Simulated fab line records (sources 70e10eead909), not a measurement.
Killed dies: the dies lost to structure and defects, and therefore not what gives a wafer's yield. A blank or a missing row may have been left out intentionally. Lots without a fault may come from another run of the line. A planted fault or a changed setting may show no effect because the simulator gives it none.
fab line records -- flow nand_harc
record lots=11, wafers=33, last_day=24
route steps=1159 shown P_M0@282 P_M1@299 END@1159
lots that met no fault: from a run of the same line without faults
start_h: start of the lot's first displayed wafer, in hours after the record's first day -- wait_h: time in hours since the lot's previous step -- " as in the row above -- L1.1+2: one row covering several wafers at once -- - value missing, or start not given -- * or withheld: withheld -- < > ~ a bound
route shown NAME@n: a module of which the file shows steps, and the number in the route of the first -- usual: mean/standard deviation taken from wafers without a fault -- same: alike in all rows -- chamber/n: place in a boat -- sites: readings site by site -- _std_site: their standard deviation -- _edge_site: inner sites' mean taken away from outer sites' mean -- radius_mm: how far each site lies from the wafer's centre -- mask NAME#n: copy n -- behind: tool/chamber where the wafer was last shaped -- hold: the reason the lot was held/the length of the hold in hours/how it ended -- device: the transistor (n, p or np) that didn't switch -- end of line: the tests these same wafers got at the end of their route -- a step with no rows: only its recipe -- killed: dies that structure and defects cost at the first sort, which is not the same as the wafer's yield -- map: the dies of a wafer, with x for killed, . for not killed, _ for no die there
set.NAME: the setting as run; set.NAME@STEP: as run at that earlier step -- model.NAME: the simulator's own value behind a step, which no gauge read
a sample of lots followed through the steps of the route, with each step as a table and each wafer as a row
services: a tool's chamber out of use, with start hour (start_h, from the record's first day; less than 0 if before it), hours out, and reason
## steps
# step NHARC_P_M0_INSPECT_27
# usual raw_defect_count=294/130
lot.wafer,tool,chamber,start_h,wait_h,raw_defect_count
L670.1,defect_inspect-02,-,139.44,0.0,274
L670.2,defect_inspect-02,-,139.44,0.0,134
L670.6,defect_inspect-02,-,139.44,0.0,161
L673.2,defect_inspect-02,-,148.68,0.0,157
L673.3,defect_inspect-02,-,148.68,0.0,528
L673.5,defect_inspect-02,-,148.68,0.0,247
L674.1,defect_inspect-02,-,149.46,0.0,431
L674.2,defect_inspect-02,-,149.46,0.0,364
L674.3,defect_inspect-02,-,149.46,0.0,445
L678.1,defect_inspect-01,-,171.92,0.0,146
L678.4,defect_inspect-01,-,171.92,0.0,248
L678.6,defect_inspect-01,-,171.92,0.0,228
L677.2,defect_inspect-01,-,174.55,0.0,403
L677.4,defect_inspect-01,-,174.55,0.0,474
L677.5,defect_inspect-01,-,174.55,0.0,918
L680.1,defect_inspect-01,-,200.29,0.0,315
L680.2,defect_inspect-01,-,200.29,0.0,378
L680.4,defect_inspect-01,-,200.29,0.0,174
L681.1,defect_inspect-02,-,200.63,0.0,405
L681.4,defect_inspect-02,-,200.63,0.0,210
L681.5,defect_inspect-02,-,200.63,0.0,293
L679.1,defect_inspect-02,-,201.49,0.0,212
L679.3,defect_inspect-02,-,201.49,0.0,285
L679.6,defect_inspect-02,-,201.49,0.0,205
L687.2,defect_inspect-02,-,236.21,0.0,194
L687.3,defect_inspect-02,-,236.21,0.0,159
L687.4,defect_inspect-02,-,236.21,0.0,296
L688.4,defect_inspect-01,-,236.73,0.1,328
L688.5,defect_inspect-01,-,236.73,0.1,413
L688.6,defect_inspect-01,-,236.73,0.1,383
L689.2,defect_inspect-02,-,243.85,0.0,156
L689.5,defect_inspect-02,-,243.85,0.0,249
L689.6,defect_inspect-02,-,243.85,0.0,190
# step NHARC_P_M0_DEP_32
# recipe target_thk_a=300, temp_c=370, target_thk_nm=30, pressure_torr=3, flow_sccm=200, rf_w=450, material=SiCN
# usual chamber_pressure_Torr=3.000/0.0067, heater_power_w=575/110
lot.wafer,tool,chamber,start_h,wait_h,chamber_pressure_Torr,heater_power_w
L670.1,pecvd-02,1,139.58,0.1,3.005,512
L670.2,pecvd-02,2,139.58,0.1,3.008,832
L670.6,pecvd-02,1,139.58,0.1,3.006,528
L673.3,pecvd-03,0,148.87,0.1,3.016,621
L673.2,pecvd-03,1,148.87,0.1,3.003,543
L673.5,pecvd-03,0,148.87,0.1,3.007,616
L674.1,pecvd-02,1,149.61,0.1,2.997,597
L674.3,pecvd-02,2,149.61,0.1,3.008,841
L674.2,pecvd-02,0,149.61,0.1,2.992,597
L678.1,pecvd-03,0,172.07,0.1,3.007,543
L678.6,pecvd-03,0,172.07,0.1,3.003,538
L678.4,pecvd-03,2,172.07,0.1,2.996,472
L677.2,pecvd-02,2,174.74,0.1,2.988,692
L677.5,pecvd-02,2,174.74,0.1,2.992,723
L677.4,pecvd-02,0,174.74,0.1,2.994,520
L680.1,pecvd-03,2,200.44,0.1,2.998,484
L680.2,pecvd-03,1,200.44,0.1,2.996,530
L680.4,pecvd-03,0,200.44,0.1,2.997,573
L681.1,pecvd-01,1,200.82,0.1,2.994,620
L681.5,pecvd-01,0,200.82,0.1,2.992,826
L681.4,pecvd-01,1,200.82,0.1,3.003,611
L679.1,pecvd-02,0,201.64,0.1,3.000,470
L679.3,pecvd-02,1,201.64,0.1,3.005,512
L679.6,pecvd-02,0,201.64,0.1,3.004,477
L687.3,pecvd-01,2,236.37,0.1,3.002,479
L687.2,pecvd-01,1,236.37,0.1,2.998,665
L687.4,pecvd-01,2,236.37,0.1,3.009,492
L688.5,pecvd-02,2,237.00,0.2,2.995,764
L688.4,pecvd-02,0,237.00,0.2,2.996,580
L688.6,pecvd-02,1,237.00,0.2,2.992,582
L689.2,pecvd-03,1,243.99,0.1,2.995,511
L689.6,pecvd-03,2,243.99,0.1,2.992,492
L689.5,pecvd-03,0,243.99,0.1,2.998,582
# step NHARC_P_M1_ETCH_35
# recipe target_depth_a=400, overetch_a=120, time_s=43.94, ion_energy_ev=200, n2_flow_sccm=150, h2_flow_sccm=150, ar_flow_sccm=0, rf_w=400, bias_w=150, chemistry=N2/H2
# usual drypump_motor_current_A=6.04/0.26, oes_product_au=1.000/0.0085, rf_vpp_V=431.4/2.2, showerhead_plenum_p_Torr=2.07/0.074, throttle_valve_pct=14.172/0.0093
lot.wafer,tool,chamber,start_h,wait_h,drypump_motor_current_A,oes_product_au,rf_hours_counter_h,rf_vpp_V,showerhead_plenum_p_Torr,throttle_valve_pct
L670.2,rie_diel-11,0,141.11,0.1,6.08,0.993,8,430.1,2.02,14.172
L670.1,rie_diel-11,1,141.11,0.1,6.22,1.016,8,427.0,1.96,14.162
L670.6,rie_diel-11,2,141.11,0.1,5.91,1.006,-,434.3,2.16,14.175
L673.3,rie_diel-02,0,150.41,0.1,5.74,0.994,5,429.1,2.02,14.172
L673.2,rie_diel-02,1,150.41,0.1,6.13,1.009,5,433.1,2.11,14.165
L673.5,rie_diel-02,0,150.41,0.1,5.75,0.997,-,430.6,2.02,14.184
L674.1,rie_diel-11,3,151.14,0.1,6.03,0.995,9,432.9,2.12,14.159
L674.2,rie_diel-11,0,151.14,0.1,6.09,1.005,8,429.1,2.02,14.168
L674.3,rie_diel-11,2,151.14,0.1,5.89,1.006,8,435.4,2.16,14.194
L678.4,rie_diel-11,1,173.59,0.1,6.24,1.005,9,428.4,1.96,14.164
L678.1,rie_diel-11,0,173.59,0.1,6.04,1.014,9,431.6,2.02,14.181
L678.6,rie_diel-11,1,173.59,0.1,6.26,1.002,-,428.4,1.96,14.165
L677.2,rie_diel-11,2,176.24,0.1,5.88,1.020,9,434.2,2.16,14.168
L677.4,rie_diel-11,3,176.24,0.1,6.11,1.005,10,433.1,2.11,14.175
L677.5,rie_diel-11,3,176.24,0.1,6.10,0.995,-,432.4,2.11,14.200
L680.2,rie_diel-02,2,201.97,0.1,5.50,1.006,1,433.1,2.12,14.172
L680.1,rie_diel-02,3,201.97,0.1,6.62,0.993,1,428.8,1.96,14.171
L680.4,rie_diel-02,0,201.97,0.1,5.72,0.992,1,431.2,2.02,14.171
L681.1,rie_diel-11,0,202.29,0.1,6.09,0.997,0,430.8,2.02,14.165
L681.4,rie_diel-11,1,202.29,0.1,6.25,0.993,0,429.6,1.95,14.185
L681.5,rie_diel-11,0,202.29,0.1,6.08,0.990,-,429.8,2.02,14.167
L679.3,rie_diel-11,2,203.15,0.1,5.89,0.997,0,433.6,2.16,14.179
L679.1,rie_diel-11,0,203.15,0.1,6.07,0.994,0,429.3,2.02,14.166
L679.6,rie_diel-11,2,203.15,0.1,5.92,0.997,-,432.9,2.16,14.186
L687.3,rie_diel-03,1,237.81,0.1,6.15,1.003,1,430.3,2.09,14.160
L687.2,rie_diel-03,2,237.81,0.1,6.01,0.996,1,430.9,2.09,14.177
L687.4,rie_diel-03,1,237.81,0.1,6.17,1.014,-,432.3,2.09,14.157
L688.4,rie_diel-03,3,238.43,0.1,6.05,0.994,-,434.5,2.20,14.181
L688.6,rie_diel-03,1,238.43,0.1,6.15,0.995,-,431.5,2.09,14.164
L688.5,rie_diel-03,2,238.43,0.1,6.01,0.996,-,431.5,2.09,14.179
L689.2,rie_diel-03,3,245.49,0.1,6.05,0.999,1,434.9,2.20,14.176
L689.6,rie_diel-03,3,245.49,0.1,6.03,1.008,-,434.9,2.20,14.184
L689.5,rie_diel-03,0,245.49,0.1,5.73,0.996,-,430.7,2.03,14.179
# step NHARC_P_M1_ETCH_28
# recipe target_depth_a=300, over_etch_frac=0.3, time_s=72.99, ion_energy_ev=150, cf4_flow_sccm=50, n2_flow_sccm=100, ar_flow_sccm=150, rf_w=300, bias_w=100, chemistry=CF4/N2
# usual drypump_motor_current_A=6.01/0.27, oes_product_au=0.997/0.009, over_etch_frac=0.3/0, rf_vpp_V=314.7/1.6, showerhead_plenum_p_Torr=2.66/0.083, throttle_valve_pct=19.794/0.0076
lot.wafer,tool,chamber,start_h,wait_h,drypump_motor_current_A,oes_product_au,over_etch_frac,rf_hours_counter_h,rf_vpp_V,showerhead_plenum_p_Torr,throttle_valve_pct
L670.1,rie_diel-02,1,141.68,-,6.13,1.002,0.3,4.5,314.6,2.71,19.806
L670.2,rie_diel-02,2,141.68,-,5.51,0.993,0.3,4.4,316.5,2.72,19.796
L670.6,rie_diel-02,2,141.68,-,5.52,0.994,0.3,-,316.5,2.72,19.798
L673.2,rie_diel-03,1,150.99,-,6.16,1.025,0.3,6.2,314.6,2.68,19.805
L673.3,rie_diel-03,3,150.99,-,6.06,0.998,0.3,5.5,316.7,2.81,19.787
L673.5,rie_diel-03,0,150.99,-,5.70,0.998,0.3,-,314.4,2.61,19.791
L674.2,rie_diel-03,1,151.68,-,6.14,1.014,0.3,6.2,315.4,2.68,19.785
L674.3,rie_diel-03,2,151.68,-,6.00,1.008,0.3,6.6,315.0,2.69,19.794
L674.1,rie_diel-03,3,151.68,-,6.05,0.994,0.3,5.6,316.7,2.81,19.796
L678.1,rie_diel-03,2,174.13,-,6.08,1.010,0.3,7.5,315.5,2.69,19.780
L678.4,rie_diel-03,1,174.13,-,6.17,1.007,0.3,7.5,316.3,2.68,19.789
L678.6,rie_diel-03,2,174.13,-,6.04,1.009,0.3,-,314.7,2.69,19.793
L677.4,rie_diel-02,2,176.78,-,5.52,0.994,0.3,0.5,315.5,2.72,19.793
L677.2,rie_diel-02,0,176.78,-,5.73,0.985,0.3,0.5,314.6,2.60,19.803
L677.5,rie_diel-02,2,176.78,-,5.52,0.999,0.3,-,315.8,2.72,19.796
L680.2,rie_diel-02,0,202.51,-,5.71,0.994,0.3,1.0,315.5,2.60,19.811
L680.4,rie_diel-02,1,202.51,-,6.12,1.001,0.3,1.0,316.2,2.71,19.796
L680.1,rie_diel-02,2,202.51,-,5.52,0.996,0.3,1.1,316.5,2.72,19.800
L681.1,rie_diel-11,1,202.82,-,6.23,1.000,0.3,0.3,311.3,2.52,19.800
L681.4,rie_diel-11,0,202.82,-,6.08,1.005,0.3,0.3,315.9,2.60,19.787
L681.5,rie_diel-11,2,202.82,-,5.87,0.986,0.3,-,316.5,2.76,19.794
L679.1,rie_diel-11,1,203.71,-,6.22,0.992,0.3,0.4,311.9,2.52,19.788
L679.3,rie_diel-11,2,203.71,-,5.92,0.995,0.3,0.4,317.4,2.76,19.800
L679.6,rie_diel-11,0,203.71,-,6.08,0.988,0.3,-,313.4,2.60,19.795
L687.4,rie_diel-02,0,238.38,-,5.72,0.988,0.3,2.0,314.5,2.60,19.791
L687.3,rie_diel-02,2,238.38,-,5.52,1.002,0.3,2.1,316.1,2.72,19.784
L687.2,rie_diel-02,3,238.38,-,6.60,0.996,0.3,2.2,311.5,2.54,19.804
L688.4,rie_diel-11,1,239.06,-,6.23,0.987,0.3,-,314.2,2.52,19.802
L688.5,rie_diel-11,2,239.06,-,5.85,0.993,0.3,-,316.4,2.76,19.785
L688.6,rie_diel-11,0,239.06,-,6.09,1.003,0.21716,-,312.5,2.60,19.799
L689.2,rie_diel-11,1,246.18,0.3,6.25,0.991,0.3,4.5,312.9,2.52,19.796
L689.6,rie_diel-11,1,246.18,0.3,6.25,1.001,0.3,-,312.0,2.52,19.783
L689.5,rie_diel-11,0,246.18,0.3,6.06,0.992,0.21716,-,313.7,2.60,19.799
# step NHARC_END_SORT_01
# recipe temp_c=25
# usual defect_limited_yield=95.6/1.7, killed_at_array=27/11, killed_at_other=0.7/0.93, killed_at_periphery=2.9/1.9, killed_dies=30/11, killed_open=3.1/1.7, killed_short=1.9/1.3, sort_bin_2_pct=1.4/0.68, sort_bin_3_pct=0.28/0.25, sort_bin_4_pct=2.8/1.1, sort_n_pass=647/11, sort_rim_yield_pct=95.4/2.7, sort_yield_pct=95.6/1.7
# same gross_dies=677, sort_bin_5_pct[%]=0, sort_bin_6_pct[%]=0, sort_bin_7_pct[%]=0, sort_bin_8_pct[%]=0, sort_rim_n_gross=106.00
lot.wafer,tool,chamber,start_h,wait_h,defect_limited_yield[%],killed_at_array,killed_at_other,killed_at_periphery,killed_dies,killed_open,killed_short,sort_bin_2_pct[%],sort_bin_3_pct[%],sort_bin_4_pct[%],sort_n_pass,sort_rim_yield_pct[%],sort_yield_pct[%]
L673.2,prober-01,0,464.54,2.8,95.3,28,3,1,32,2,2,0.6,0.30,3.8,645,96.2,95.3
L673.3,prober-01,0,465.34,3.1,93.6,38,2,3,43,1,4,1.6,0.15,4.6,634,91.5,93.6
L673.5,prober-01,0,466.94,3.7,95.3,29,0,3,32,4,2,0.6,0.89,3.2,645,98.1,95.3
L678.1,prober-01,0,490.04,2.5,95.6,30,0,0,30,3,2,1.0,0.30,3.1,647,96.2,95.6
L678.4,prober-01,0,492.44,3.4,96.5,24,0,0,24,2,3,1.2,0.15,2.2,653,97.2,96.5
L678.6,prober-01,0,494.04,4.0,94.5,37,0,0,37,4,4,1.5,0,4.0,640,98.1,94.5
L689.2,prober-01,0,568.37,2.8,95.3,25,1,6,32,6,1,0.9,0.15,3.7,645,91.5,95.3
L689.5,prober-01,0,570.77,3.7,96.5,21,0,3,24,6,1,0.7,0,2.8,653,92.5,96.5
L689.6,prober-01,0,571.57,4.0,94.8,34,0,1,35,4,2,1.6,0.30,3.2,642,93.4,94.8
# killed by level:class
L673.2 A_CHANNEL_HOLE_D1:chamber_film_flake=12 A_SLIT:chamber_film_flake=6 A_STAIRCASE:chamber_film_flake=3 THIN_TSV:chamber_film_flake=3 A_WL_FILL:chamber_film_flake=2 A_SOURCE_PLATE:geometric_particle:short=1 A_SLIT:geometric_particle:open=1 A_WL_FILL:geometric_particle:open=1
L673.3 A_CHANNEL_HOLE_D1:chamber_film_flake=17 A_SLIT:chamber_film_flake=10 A_STAIRCASE:chamber_film_flake=5 A_WL_FILL:geometric_particle:short=2 A_CONTACT:chamber_film_flake=2 THIN_TSV:chamber_film_flake=2 P_M0:geometric_particle:open=1 A_CHANNEL_FILL_D1:geometric_particle:short=1
L673.5 A_CHANNEL_HOLE_D1:chamber_film_flake=14 A_SLIT:chamber_film_flake=6 A_CONTACT:chamber_film_flake=4 P_M0:geometric_particle:open=1 A_SOURCE_PLATE:geometric_particle:open=1 A_SOURCE_PLATE:geometric_particle:short=1 A_ONON_D1:geometric_particle:open=1 A_CHANNEL_FILL_D1:geometric_particle:short=1
L678.1 A_CHANNEL_HOLE_D1:chamber_film_flake=11 A_STAIRCASE:chamber_film_flake=9 A_CHANNEL_FILL_D1:geometric_particle:short=2 A_CONTACT:chamber_film_flake=2 A_ONON_D1:geometric_particle:open=1 A_CHANNEL_FILL_D1:geometric_particle:open=1 A_BLC:geometric_particle:open=1 A_CHANNEL_FILL_D1:chamber_film_flake=1
L678.4 A_CHANNEL_HOLE_D1:chamber_film_flake=10 A_STAIRCASE:chamber_film_flake=6 A_BLC:chamber_film_flake=2 A_CHANNEL_FILL_D1:geometric_particle:short=1 A_SGD_CUT:geometric_particle:short=1 A_WL_FILL:geometric_particle:open=1 A_CONTACT:geometric_particle:short=1 A_BLC:geometric_particle:open=1
L678.6 A_STAIRCASE:chamber_film_flake=13 A_CHANNEL_HOLE_D1:chamber_film_flake=12 A_CONTACT:geometric_particle:short=2 A_WL_FILL:chamber_film_flake=2 A_STAIRCASE:geometric_particle:short=1 A_SGD_CUT:geometric_particle:open=1 A_WL_FILL:geometric_particle:open=1 A_M0:geometric_particle:open=1
L689.2 A_CHANNEL_HOLE_D1:chamber_film_flake=18 P_STI:chamber_film_flake=4 P_M0:geometric_particle:open=2 A_CONTACT:geometric_particle:open=2 A_WL_FILL:geometric_particle:open=1 A_CONTACT:geometric_particle:short=1 STARTING-WAFER:geometric_particle:open=1 A_CHANNEL_FILL_D1:chamber_film_flake=1
L689.5 A_CHANNEL_HOLE_D1:chamber_film_flake=15 A_STAIRCASE:geometric_particle:open=2 A_CONTACT:geometric_particle:open=2 P_CONTACT:geometric_particle:open=1 P_M0:geometric_particle:short=1 A_CHANNEL_HOLE_D1:geometric_particle:open=1 P_STI:chamber_film_flake=1 A_WL_FILL:chamber_film_flake=1
L689.6 A_CHANNEL_HOLE_D1:chamber_film_flake=23 A_STAIRCASE:chamber_film_flake=3 A_CHANNEL_FILL_D1:geometric_particle:short=2 A_WL_FILL:geometric_particle:open=2 A_CHANNEL_FILL_D1:geometric_particle:open=1 A_CONTACT:geometric_particle:open=1 P_GATE:chamber_film_flake=1 A_CHANNEL_FILL_D1:chamber_film_flake=1
## services
tool,chamber,start_h,hours,kind
rie_diel-11,0,119.61,-,clean
rie_diel-11,1,119.61,-,clean
rie_diel-11,2,119.61,-,clean
rie_diel-11,3,119.61,-,clean
pecvd-01,0,133.21,6.9,repair
rie_diel-11,3,139.44,3.0,repair
rie_diel-11,0,144.11,-,clean
rie_diel-11,1,144.11,-,clean
rie_diel-02,2,145.43,5.1,repair
rie_diel-02,-,150.70,9.0,pm
pecvd-02,-,153.28,13.0,pm
rie_diel-11,2,177.64,3.7,repair
rie_diel-11,0,180.25,10.0,repair
rie_diel-11,-,180.76,0.7,repair
rie_diel-11,-,189.59,9.0,pm
rie_diel-11,3,199.41,2.0,repair
pecvd-02,0,209.19,7.2,repair
rie_diel-03,-,215.30,9.0,pm
rie_diel-11,-,226.43,1.0,repair
rie_diel-11,3,228.86,19.9,repair
rie_diel-03,0,230.80,11.2,repair
pecvd-01,-,237.85,13.0,pm
rie_diel-11,2,244.38,20.7,repair
pecvd-02,2,244.55,15.1,repair
## key
first_sign step=NHARC_P_M1_ETCH_28, reading=over_etch_frac, direction=down, sigmas=99+, usual=0.3, struck=0.21716
effect none on later readings
met_at NHARC_P_M1_ETCH_28
struck_lots L688,L689
struck_wafers L688.6,L689.5
not_acting_at NHARC_P_M0_INSPECT_27,NHARC_P_M0_DEP_32,NHARC_P_M1_ETCH_35
onset_between 203.71 239.06
fault kind=process_parameter_drift, tool=rie_diel-11, chamber=0, onset_h=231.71, steps=NHARC_P_M1_ETCH_28, channel=over_etch_frac, offset=-0.082836, shape=step, end_h=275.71, acts_in=these_recipes_only, stated=0.3
